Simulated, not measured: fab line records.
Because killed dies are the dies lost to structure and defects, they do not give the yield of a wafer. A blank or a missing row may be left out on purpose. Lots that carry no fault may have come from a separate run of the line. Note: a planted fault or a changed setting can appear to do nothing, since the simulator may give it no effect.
fab line records | flow n5Finfet | part 1 of 2: steps 1 to 3 of 6
record: lots: 23 | wafers: 69 | lastDay: 18
route steps=1938 shown MOL_CONTACT_COAG@627 BEOL_M0_CUTY@711 BEOL_M0@718
lots untouched by any fault: they come from a run of this same line in which no faults occurred
startH: start of the lot's first displayed wafer, in hours after the record's first day | waitH: hours since the lot's step before | " identical to the entry in the row above | L1.1+2: one row covering several wafers at once | - no value, or no start given | * or withheld: withheld | < > ~ a bound
route shown NAME@n: a module of which the file shows steps, and the number in the route of the first | usual: the fault-free wafers' mean and standard deviation | same: alike in all rows | chamber/n: place in a boat | sites: per-site readings | _std_site: standard deviation of those values | _edge_site: the outer-site mean with the inner-site mean subtracted | radiusMm: how far each site lies from the wafer's centre | mask NAME#n: copy n | behind: the most recent tool/chamber to have shaped the wafer | hold: the reason the lot was held/the length of the hold in hours/how it ended | device: names the non-switching transistor (n, p or np) | end of line: at the end of the route, the tests of the same wafers | for a step that has no rows: nothing shown but its recipe | killed: the dies lost at the first sort to structure and to defects; this is not the yield of the wafer | map: a wafer's dies, x killed, . not, _ none there
set.NAME: the setting the step ran with; set.NAME@STEP: the setting that earlier step ran with | model.NAME: the simulator's own value behind a step, which no gauge read
the route's steps for a sample of lots (tables are steps, rows are wafers)
services: from which hour (startH, from the record's first day; less than 0 if before it) a tool's chamber was out of use, for how many hours, and why
== steps ==
step: N5_MOL_CONTACT_COAG_CMP_52
recipe: stopOn: SiO2 | tOverpolishS: 1.5 | postCmpClean: wDiluteNh4oh | downForcePsi: 4 | platenRpm: 50.289 | padVelocityMS: 1.0006 | targetThkNm: 66.5
usual: motorCurrentA: 12.4/1.2 | overpolishRunS: 1.500/0.0089 | timeToEndpointS: 13.8/2.3
lot.wafer | tool   | chamber | startH | waitH | motorCurrentA | overpolishRunS | timeToEndpointS
L074.4    | cmp-03 | 0       | 105.30 | 0.0   | 13.9          | 1.494          | 13.9
L074.3    | "      | 1       | "      | "     | 14.1          | 1.491          | 12.6
L074.5    | "      | 0       | "      | "     | 14.2          | 1.501          | 13.2
L075.3    | cmp-02 | 1       | 106.90 | 0.1   | 10.8          | 1.484          | 11.8
L075.4    | "      | 3       | "      | "     | 12.6          | 1.505          | 15.1
L075.6    | "      | 0       | "      | "     | 12.5          | 1.484          | 13.7
L076.1    | cmp-01 | 2       | 116.10 | 0.0   | 11.3          | 1.498          | 15.4
L076.2    | "      | 1       | "      | "     | 12.4          | 1.505          | 16.3
L076.5    | "      | 3       | "      | "     | 11.1          | 1.512          | 12.7
L077.3    | cmp-02 | 0       | 116.92 | 0.0   | 13.1          | 1.491          | 14.0
L077.1    | "      | 1       | "      | "     | 11.0          | 1.510          | 10.8
L077.6    | "      | 1       | "      | "     | 10.8          | 1.497          | 13.3
L078.1    | cmp-01 | 0       | 124.23 | 0.1   | 13.2          | 1.505          | 12.5
L078.4    | "      | 1       | "      | "     | 13.3          | 1.501          | 11.8
L078.5    | "      | 3       | "      | "     | 11.1          | 1.501          | 8.8
L079.1    | cmp-03 | 2       | 131.20 | 0.0   | 12.6          | 1.498          | 16.1
L079.3    | "      | 1       | "      | "     | 14.2          | 1.498          | 15.5
L079.5    | "      | 2       | "      | "     | 12.7          | 1.491          | 14.4
L080.1    | cmp-02 | 2       | 137.06 | 0.0   | 12.9          | 1.499          | 9.9
L080.4    | "      | 0       | "      | "     | 11.8          | 1.500          | 9.2
L080.5    | "      | 2       | "      | "     | 12.6          | 1.509          | 10.6
L082.4    | cmp-03 | 1       | 147.00 | 0.0   | 14.6          | 1.495          | 11.8
L082.1    | "      | 0       | "      | "     | 14.2          | 1.485          | 15.4
L082.5    | "      | 2       | "      | "     | 12.4          | 1.494          | 13.4
L081.3    | cmp-03 | 2       | 147.46 | 0.0   | 13.4          | 1.483          | 13.9
L081.1    | "      | 0       | "      | "     | 14.0          | 1.490          | 15.5
L081.6    | "      | 3       | "      | "     | 10.7          | 1.497          | 12.5
L083.3    | cmp-03 | 3       | 159.85 | 0.1   | 10.5          | 1.501          | 14.0
L083.5    | "      | 0       | "      | "     | 13.4          | 1.494          | 15.2
L083.6    | "      | 1       | "      | "     | 13.9          | 1.497          | 15.9
L084.2    | cmp-01 | 1       | 160.55 | 0.1   | 13.3          | 1.508          | 15.1
L084.6    | "      | 0       | "      | "     | 13.6          | 1.493          | 12.5
L084.5    | "      | 1       | "      | "     | 13.2          | 1.495          | 11.7
L085.2    | cmp-03 | 0       | 172.40 | 0.0   | 14.2          | 1.500          | 14.1
L085.3    | "      | 1       | "      | "     | 14.0          | 1.510          | 14.7
L085.5    | "      | 1       | "      | "     | 13.9          | 1.506          | 12.5
L087.4    | cmp-03 | 1       | 180.39 | 0.0   | 13.5          | 1.483          | 13.8
L087.3    | "      | 0       | "      | "     | 13.5          | 1.505          | 14.7
L087.5    | "      | 1       | "      | "     | 14.7          | 1.496          | 16.9
L088.3    | cmp-03 | 2       | 185.19 | 0.0   | 12.4          | 1.512          | 14.1
L088.1    | "      | 0       | "      | "     | 14.0          | 1.502          | 11.6
L088.2    | "      | 1       | "      | "     | 13.4          | 1.495          | 11.4
L089.1    | cmp-01 | 1       | 197.78 | 0.1   | 12.4          | 1.514          | 19.7
L089.3    | "      | 3       | "      | "     | 10.6          | 1.504          | 16.7
L089.5    | "      | 1       | "      | "     | 12.7          | 1.493          | 19.1
L090.2    | cmp-03 | 3       | 200.15 | 0.0   | 10.7          | 1.510          | 14.4
L090.1    | "      | 1       | "      | "     | 14.0          | 1.511          | 15.4
L090.6    | "      | 3       | "      | "     | 10.8          | 1.514          | 14.9
L091.1    | cmp-02 | 0       | 206.15 | 0.1   | 12.4          | 1.494          | 15.2
L091.4    | "      | 1       | "      | "     | 10.8          | 1.497          | 15.4
L091.5    | "      | 3       | "      | "     | 12.0          | 1.510          | 16.0
L092.4    | cmp-01 | 1       | 209.61 | 0.0   | 13.0          | 1.499          | 14.1
L092.2    | "      | 2       | "      | "     | 11.9          | 1.491          | 14.0
L092.6    | "      | 2       | "      | "     | 11.4          | 1.522          | 14.7
L093.2    | cmp-01 | 0       | 218.41 | 0.1   | 13.3          | 1.481          | 14.2
L093.3    | "      | 1       | "      | "     | 12.9          | 1.510          | 16.1
L093.6    | "      | 2       | "      | "     | 11.1          | 1.498          | 14.7
L094.4    | cmp-02 | 1       | 223.68 | 0.0   | 11.1          | 1.504          | 8.8
L094.1    | "      | 2       | "      | "     | 13.0          | 1.493          | 13.3
L094.2    | "      | 3       | "      | "     | 12.3          | 1.500          | 10.8
L095.4    | cmp-02 | 0       | 231.30 | 0.0   | 12.4          | 1.495          | 14.8
L095.5    | "      | 0       | "      | "     | 12.7          | 1.504          | 11.3
L095.6    | "      | 1       | "      | "     | 11.0          | 1.498          | 9.5
L096.3    | cmp-03 | 3       | 236.47 | 0.0   | 11.0          | 1.512          | 16.9
L096.1    | "      | 1       | "      | "     | 14.1          | 1.508          | 12.9
L096.5    | "      | 0       | "      | "     | 14.8          | 1.485          | 15.2
L097.2    | cmp-03 | 1       | 241.56 | 0.1   | 14.6          | 1.499          | 12.8
L097.3    | "      | 2       | "      | "     | 12.0          | 1.498          | 13.4
L097.6    | "      | 3       | "      | "     | 11.3          | 1.506          | 12.5
step: N5_BEOL_M0_CUTY_DESCUM_61
recipe: chemistry: O2 | timeS: 7.9 | sourcePowerW: 50 | biasPowerW: 20 | pressureMtorr: 20 | rfFrequencyHz: 2.712e+07 | tempC: 40 | resist: CAR-ArF-block | o2FlowSccm: 225
usual: drypumpMotorCurrentA: 5.6/0.48 | oesProductAu: 0.80/0.1 | rfVppV: 242.7/1 | showerheadPlenumPTorr: 2.07/0.056 | throttleValvePct: 20.5/0.31
lot.wafer | tool       | chamber | startH | waitH | drypumpMotorCurrentA | oesProductAu | rfHoursCounterH | rfVppV | showerheadPlenumPTorr | throttleValvePct
L074.3    | rieDiel-06 | 0       | 153.65 | 0.0   | 5.7                  | 0.79         | 109             | 241.6  | 2.00                  | 20.0
L074.4    | "          | 3       | "      | "     | 6.0                  | 0.66         | -               | 243.3  | 2.09                  | 20.9
L074.5    | "          | 2       | "      | "     | 4.9                  | 0.92         | -               | 244.7  | 2.13                  | 20.6
L075.3    | rieDiel-01 | 0       | 155.44 | 0.0   | 4.9                  | 0.68         | 222             | 243.1  | 2.06                  | 20.8
L075.4    | "          | 1       | "      | "     | 6.3                  | 0.66         | 246             | 243.5  | 2.07                  | 20.7
L075.6    | "          | 0       | "      | "     | 4.8                  | 0.67         | -               | 241.6  | 2.06                  | 20.7
L076.1    | rieDiel-06 | 2       | 155.68 | 0.2   | 4.9                  | 0.94         | 35              | 243.4  | 2.13                  | 20.5
L076.2    | "          | 3       | "      | "     | 6.0                  | 0.67         | 224             | 242.8  | 2.09                  | 21.0
L076.5    | "          | 2       | "      | "     | 4.9                  | 0.93         | -               | 244.2  | 2.13                  | 20.6
L078.1    | rieDiel-06 | 2       | 155.96 | 0.2   | 4.9                  | 0.93         | 35              | 242.4  | 2.13                  | 20.6
L078.4    | "          | 3       | "      | "     | 6.0                  | 0.67         | -               | 243.9  | 2.09                  | 20.9
L078.5    | "          | 2       | "      | "     | 4.9                  | 0.93         | -               | 244.6  | 2.13                  | 20.6
L077.1    | rieDiel-03 | 0       | 156.01 | 0.0   | 5.2                  | 0.72         | 184             | 242.0  | 1.98                  | 20.3
L077.3    | "          | 3       | "      | "     | 5.8                  | 0.80         | 94              | 242.3  | 2.13                  | 20.6
L077.6    | "          | 1       | "      | "     | 5.9                  | 0.95         | -               | 244.4  | 2.16                  | 20.1
L080.1    | rieDiel-06 | 2       | 156.27 | 0.0   | 4.9                  | 0.93         | 36              | 244.2  | 2.13                  | 20.6
L080.4    | "          | 2       | "      | "     | 4.9                  | 0.92         | -               | 244.2  | 2.13                  | 20.6
L080.5    | "          | 0       | "      | "     | 5.8                  | 0.80         | -               | 243.1  | 2.00                  | 20.0
L079.1    | rieDiel-01 | 3       | 157.04 | 0.2   | 6.1                  | 0.84         | 67              | 242.8  | 2.04                  | 20.1
L079.3    | "          | 2       | "      | "     | 5.8                  | 0.92         | 19              | 243.2  | 2.07                  | 20.6
L079.5    | "          | 3       | "      | "     | 6.1                  | 0.84         | -               | 241.9  | 2.04                  | 20.0
L082.1    | rieDiel-06 | 1       | 159.82 | 0.8   | 5.7                  | 0.71         | 214             | 241.8  | 2.06                  | 20.5
L082.4    | "          | 0       | "      | "     | 5.7                  | 0.80         | 113             | 241.0  | 2.00                  | 20.0
L082.5    | "          | 3       | "      | "     | 6.0                  | 0.67         | -               | 242.5  | 2.09                  | 20.9
L081.1    | rieDiel-06 | 3       | 161.43 | 0.0   | 6.0                  | 0.67         | 226             | 242.6  | 2.09                  | 20.9
L081.3    | "          | 1       | "      | "     | 5.8                  | 0.68         | 215             | 242.7  | 2.06                  | 20.6
L081.6    | "          | 3       | "      | "     | 6.0                  | 0.67         | -               | 243.0  | 2.09                  | 20.9
L083.3    | rieDiel-01 | 0       | 171.82 | 0.1   | 4.9                  | 0.68         | 229             | 244.4  | 2.06                  | 20.8
L083.5    | "          | 3       | "      | "     | 6.1                  | 0.84         | -               | 242.5  | 2.04                  | 20.0
L083.6    | "          | 2       | "      | "     | 5.8                  | 0.91         | -               | 243.0  | 2.07                  | 20.6
L084.2    | rieDiel-01 | 3       | 173.81 | 0.3   | 6.1                  | 0.83         | 74              | 243.0  | 2.03                  | 20.1
L084.5    | "          | 3       | "      | "     | 6.1                  | 0.84         | -               | 241.6  | 2.03                  | 20.0
L084.6    | "          | 0       | "      | "     | 4.8                  | 0.68         | -               | 242.0  | 2.06                  | 20.8
L085.2    | rieDiel-03 | 0       | 185.36 | 0.0   | 5.2                  | 0.71         | 198             | 241.6  | 1.98                  | 20.3
L085.3    | "          | 3       | "      | "     | 5.8                  | 0.78         | 109             | 241.5  | 2.12                  | 20.7
L085.5    | "          | 3       | "      | "     | 5.8                  | 0.79         | -               | 243.6  | 2.13                  | 20.7
L087.3    | rieDiel-06 | 2       | 193.89 | 0.1   | 4.9                  | 0.90         | 47              | 245.3  | 2.13                  | 20.6
L087.4    | "          | 3       | "      | "     | 6.0                  | 0.66         | 236             | 242.3  | 2.09                  | 21.0
L087.5    | "          | 2       | "      | "     | 4.9                  | 0.90         | -               | 243.5  | 2.13                  | 20.6
L088.1    | rieDiel-01 | 3       | 197.80 | 0.0   | 6.1                  | 0.82         | 83              | 242.1  | 2.03                  | 20.1
L088.2    | "          | 1       | "      | "     | 6.3                  | 0.95         | 5               | 242.4  | 2.06                  | 20.3
L088.3    | "          | 2       | "      | "     | 5.8                  | 0.89         | 35              | 242.3  | 2.07                  | 20.7
L089.1    | rieDiel-06 | 3       | 210.27 | 0.1   | 6.0                  | 0.66         | 239             | 242.6  | 2.09                  | 21.0
L089.3    | "          | 1       | "      | "     | 5.7                  | 0.68         | 227             | 242.0  | 2.06                  | 20.6
L089.5    | "          | 2       | "      | "     | 4.9                  | 0.91         | -               | 242.9  | 2.12                  | 20.6
L090.1    | rieDiel-03 | 3       | 212.14 | 0.0   | 5.8                  | 0.78         | 118             | 243.0  | 2.12                  | 20.7
L090.2    | "          | 0       | "      | "     | 5.2                  | 0.69         | 208             | 241.1  | 1.98                  | 20.4
L090.6    | "          | 1       | "      | "     | 5.9                  | 0.89         | -               | 242.7  | 2.15                  | 20.1
L091.1    | rieDiel-01 | 0       | 218.08 | 0.0   | 4.8                  | 0.67         | 244             | 243.4  | 2.05                  | 20.8
L091.4    | "          | 2       | "      | "     | 5.8                  | 0.88         | 40              | 241.8  | 2.07                  | 20.7
L091.5    | "          | 0       | "      | "     | 4.8                  | 0.67         | -               | 243.7  | 2.05                  | 20.8
L092.2    | rieDiel-01 | 3       | 222.38 | 0.0   | 6.1                  | 0.82         | 90              | 242.5  | 2.03                  | 20.1
L092.4    | "          | 0       | "      | "     | 4.8                  | 0.67         | 245             | 242.6  | 2.05                  | 20.8
L092.6    | "          | 1       | "      | "     | 6.3                  | 0.93         | -               | 242.8  | 2.06                  | 20.3
L093.2    | rieDiel-01 | 3       | 230.33 | 0.2   | 6.1                  | 0.81         | 92              | 242.3  | 2.03                  | 20.1
L093.3    | "          | 0       | "      | "     | 4.8                  | 0.67         | 247             | 242.2  | 2.05                  | 20.8
L093.6    | "          | 1       | "      | "     | 6.3                  | 0.93         | -               | 242.6  | 2.06                  | 20.3
L094.1    | rieDiel-06 | 2       | 237.15 | 0.5   | 4.9                  | 0.88         | 59              | 243.7  | 2.12                  | 20.6
L094.2    | "          | 0       | "      | "     | 5.8                  | 0.77         | 135             | 241.6  | 1.99                  | 20.0
L094.4    | "          | 3       | "      | "     | 6.0                  | 0.66         | 248             | 242.7  | 2.08                  | 21.0
L095.4    | rieDiel-06 | 2       | 243.36 | 1.1   | 4.9                  | 0.89         | -               | 243.4  | 2.12                  | 20.6
L095.5    | "          | 1       | "      | "     | 5.7                  | 0.68         | -               | 243.1  | 2.05                  | 20.6
L095.6    | "          | 0       | "      | "     | 5.7                  | 0.77         | -               | 241.9  | 1.99                  | 20.0
L096.1    | rieDiel-01 | 3       | 247.61 | 0.2   | 6.1                  | 0.80         | 100             | 240.7  | 2.03                  | 20.1
L096.3    | "          | 2       | "      | "     | 5.8                  | 0.86         | 52              | 243.0  | 2.06                  | 20.7
L096.5    | "          | 2       | "      | "     | 5.8                  | 0.86         | -               | 240.9  | 2.06                  | 20.7
L097.2    | rieDiel-03 | 2       | 252.92 | 0.2   | 5.8                  | 0.95         | 6               | 245.2  | 2.25                  | 20.5
L097.3    | "          | 3       | "      | "     | 5.8                  | 0.78         | 121             | 242.5  | 2.12                  | 20.7
L097.6    | "          | 3       | "      | "     | 5.8                  | 0.78         | -               | 242.4  | 2.12                  | 20.7
step: N5_BEOL_M0_STRIP_104
recipe: chemistry: N2/H2 | powerW: 450 | tempC: 40 | pressureMtorr: 20 | rfFrequencyHz: 6e+07 | overashFraction: 0.3 | biasPowerW: 7 | h2Frac: 0.5 | n2FlowSccm: 200 | h2FlowSccm: 200
usual: drypumpMotorCurrentA: 5.7/0.47 | oesProductAu: 0.80/0.1 | rfVppV: 59.1/1.7 | showerheadPlenumPTorr: 2.50/0.065 | throttleValvePct: 23.6/0.33
lot.wafer | tool       | chamber | startH | waitH | drypumpMotorCurrentA | oesProductAu | rfHoursCounterH | rfVppV | showerheadPlenumPTorr | throttleValvePct
L074.3    | rieDiel-01 | 2       | 154.38 | 0.0   | 5.8                  | 0.93         | 18              | 59.1   | 2.47                  | 23.5
L074.4    | "          | 0       | "      | "     | 4.9                  | 0.68         | 221             | 57.8   | 2.51                  | 23.9
L074.5    | "          | 0       | "      | "     | 4.9                  | 0.67         | -               | 61.6   | 2.51                  | 23.9
L075.3    | rieDiel-03 | 1       | 155.97 | 0.0   | 5.8                  | 0.94         | 12              | 59.7   | 2.59                  | 23.0
L075.4    | "          | 0       | "      | "     | 5.2                  | 0.72         | 184             | 57.6   | 2.44                  | 23.9
L075.6    | "          | 3       | "      | "     | 5.8                  | 0.81         | -               | 59.1   | 2.57                  | 23.9
L076.1    | rieDiel-01 | 3       | 156.23 | 0.0   | 6.1                  | 0.84         | 66              | 60.3   | 2.47                  | 23.2
L076.2    | "          | 0       | "      | "     | 4.8                  | 0.67         | 222             | 56.9   | 2.51                  | 23.9
L076.5    | "          | 1       | "      | "     | 6.4                  | 0.66         | -               | 59.5   | 2.47                  | 23.5
L078.1    | rieDiel-01 | 0       | 156.56 | 0.0   | 4.9                  | 0.68         | 222             | 60.8   | 2.51                  | 23.9
L078.4    | "          | 1       | "      | "     | 6.4                  | 0.67         | 247             | 60.3   | 2.47                  | 23.6
L078.5    | "          | 2       | "      | "     | 5.8                  | 0.92         | -               | 59.9   | 2.47                  | 23.5
L077.1    | rieDiel-06 | 2       | 156.57 | 0.0   | 4.9                  | 0.92         | 36              | 57.5   | 2.59                  | 24.0
L077.3    | "          | 3       | "      | "     | 6.0                  | 0.67         | 224             | 61.9   | 2.50                  | 24.0
L077.6    | "          | 3       | "      | "     | 6.0                  | 0.67         | -               | 58.9   | 2.50                  | 24.0
L080.1    | rieDiel-03 | 0       | 156.78 | 0.0   | 5.2                  | 0.71         | 185             | 61.0   | 2.44                  | 23.9
L080.4    | "          | 2       | "      | "     | 5.8                  | 0.70         | 250             | 57.7   | 2.40                  | 23.8
L080.5    | "          | 3       | "      | "     | 5.8                  | 0.81         | -               | 58.1   | 2.57                  | 23.9
L079.1    | rieDiel-01 | 0       | 157.59 | 0.0   | 4.9                  | 0.68         | 223             | 62.3   | 2.51                  | 23.9
L079.3    | "          | 3       | "      | "     | 6.1                  | 0.84         | 67              | 58.0   | 2.47                  | 23.2
L079.5    | "          | 0       | "      | "     | 4.9                  | 0.68         | -               | 59.0   | 2.51                  | 23.9
L081.1    | rieDiel-01 | 2       | 162.57 | 0.0   | 5.8                  | 0.90         | 22              | 57.8   | 2.47                  | 23.5
L081.3    | "          | 3       | "      | "     | 6.1                  | 0.82         | 69              | 56.0   | 2.47                  | 23.2
L081.6    | "          | 2       | "      | "     | 5.8                  | 0.91         | -               | 61.0   | 2.47                  | 23.5
L082.1    | rieDiel-03 | 3       | 162.57 | 0.0   | 5.8                  | 0.79         | 98              | 59.9   | 2.57                  | 23.9
L082.4    | "          | 3       | "      | "     | 5.8                  | 0.79         | -               | 57.7   | 2.57                  | 23.9
L082.5    | "          | 1       | "      | "     | 5.9                  | 0.93         | -               | 59.9   | 2.59                  | 23.0
L083.3    | rieDiel-01 | 0       | 173.18 | 0.0   | 4.8                  | 0.68         | 230             | 58.0   | 2.50                  | 23.9
L083.5    | "          | 0       | "      | "     | 4.8                  | 0.69         | -               | 57.9   | 2.50                  | 24.0
L083.6    | "          | 3       | "      | "     | 6.1                  | 0.83         | -               | 58.4   | 2.46                  | 23.2
L084.2    | rieDiel-06 | 0       | 175.91 | 0.0   | 5.7                  | 0.79         | 118             | 59.1   | 2.44                  | 23.1
L084.5    | "          | 3       | "      | "     | 6.0                  | 0.65         | -               | 59.1   | 2.50                  | 24.0
L084.6    | "          | 2       | "      | "     | 4.9                  | 0.93         | -               | 58.6   | 2.59                  | 23.9
L085.2    | rieDiel-03 | 0       | 185.86 | 0.0   | 5.2                  | 0.69         | 199             | 55.5   | 2.43                  | 23.9
L085.3    | "          | 3       | "      | "     | 5.8                  | 0.79         | 109             | 60.7   | 2.56                  | 23.9
L085.5    | "          | 3       | "      | "     | 5.8                  | 0.79         | -               | 60.2   | 2.56                  | 23.9
L088.1    | rieDiel-03 | 0       | 198.54 | 0.0   | 5.2                  | 0.71         | 202             | 59.3   | 2.43                  | 23.9
L088.2    | "          | 1       | "      | "     | 5.9                  | 0.90         | 30              | 61.3   | 2.59                  | 23.0
L088.3    | "          | 2       | "      | "     | 5.8                  | 0.98         | 3               | 58.2   | 2.71                  | 23.7
L087.3    | rieDiel-06 | 3       | 198.88 | 0.0   | 6.0                  | 0.66         | 237             | 60.2   | 2.50                  | 24.0
L087.4    | "          | 1       | "      | "     | 5.7                  | 0.70         | 225             | 60.6   | 2.49                  | 23.7
L087.5    | "          | 1       | "      | "     | 5.7                  | 0.69         | -               | 59.1   | 2.49                  | 23.7
L089.1    | rieDiel-01 | 1       | 211.11 | 0.0   | 6.3                  | 0.93         | 8               | 59.8   | 2.47                  | 23.2
L089.3    | "          | 2       | "      | "     | 5.8                  | 0.89         | 38              | 60.7   | 2.46                  | 23.6
L089.5    | "          | 3       | "      | "     | 6.1                  | 0.81         | -               | 57.0   | 2.46                  | 23.3
L090.1    | rieDiel-01 | 2       | 216.38 | 0.0   | 5.8                  | 0.89         | 39              | 56.3   | 2.46                  | 23.5
L090.2    | "          | 1       | "      | "     | 6.3                  | 0.95         | 9               | 57.1   | 2.47                  | 23.2
L090.6    | "          | 2       | "      | "     | 5.8                  | 0.89         | -               | 59.1   | 2.46                  | 23.6
L091.1    | rieDiel-01 | 3       | 229.66 | 0.0   | 6.1                  | 0.81         | 91              | 58.8   | 2.46                  | 23.2
L091.4    | "          | 2       | "      | "     | 5.8                  | 0.86         | 43              | 57.3   | 2.46                  | 23.5
L091.5    | "          | 3       | "      | "     | 6.1                  | 0.82         | -               | 56.7   | 2.46                  | 23.2
L092.2    | rieDiel-01 | 0       | 229.72 | 0.0   | 4.9                  | 0.66         | 247             | 60.8   | 2.50                  | 23.9
L092.4    | "          | 2       | "      | "     | 5.8                  | 0.89         | 43              | 57.1   | 2.46                  | 23.6
L092.6    | "          | 0       | "      | "     | 4.9                  | 0.67         | -               | 59.5   | 2.50                  | 24.0
L093.2    | rieDiel-06 | 1       | 232.48 | 0.0   | 5.7                  | 0.67         | 230             | 59.2   | 2.49                  | 23.7
L093.3    | "          | 3       | "      | "     | 6.0                  | 0.67         | 246             | 60.9   | 2.49                  | 24.0
L093.6    | "          | 0       | "      | "     | 5.8                  | 0.78         | -               | 58.4   | 2.43                  | 23.2
L094.1    | rieDiel-01 | 3       | 239.02 | 0.0   | 6.1                  | 0.82         | 95              | 62.0   | 2.45                  | 23.2
L094.2    | "          | 2       | "      | "     | 5.8                  | 0.87         | 47              | 57.1   | 2.46                  | 23.6
L094.4    | "          | 3       | "      | "     | 6.1                  | 0.82         | -               | 61.7   | 2.46                  | 23.3
L095.4    | rieDiel-01 | 2       | 244.80 | 0.0   | 5.8                  | 0.87         | -               | 60.0   | 2.46                  | 23.6
L095.5    | "          | 3       | "      | "     | 6.1                  | 0.82         | -               | 54.9   | 2.45                  | 23.3
L095.6    | "          | 1       | "      | "     | 6.3                  | 0.89         | -               | 56.2   | 2.46                  | 23.2
L096.1    | rieDiel-06 | 1       | 249.85 | 0.0   | 5.8                  | 0.68         | 238             | 61.1   | 2.48                  | 23.7
L096.3    | "          | 0       | "      | "     | 5.7                  | 0.76         | 141             | 56.0   | 2.43                  | 23.2
L096.5    | "          | 2       | "      | "     | 4.9                  | 0.88         | -               | 62.6   | 2.58                  | 24.0
L097.2    | rieDiel-03 | 0       | 260.88 | 0.0   | 5.2                  | 0.69         | 214             | 60.0   | 2.42                  | 23.9
L097.3    | "          | 3       | "      | "     | 5.8                  | 0.79         | 124             | 61.4   | 2.56                  | 24.0
L097.6    | "          | 2       | "      | "     | 5.8                  | 0.95         | -               | 59.2   | 2.71                  | 23.7
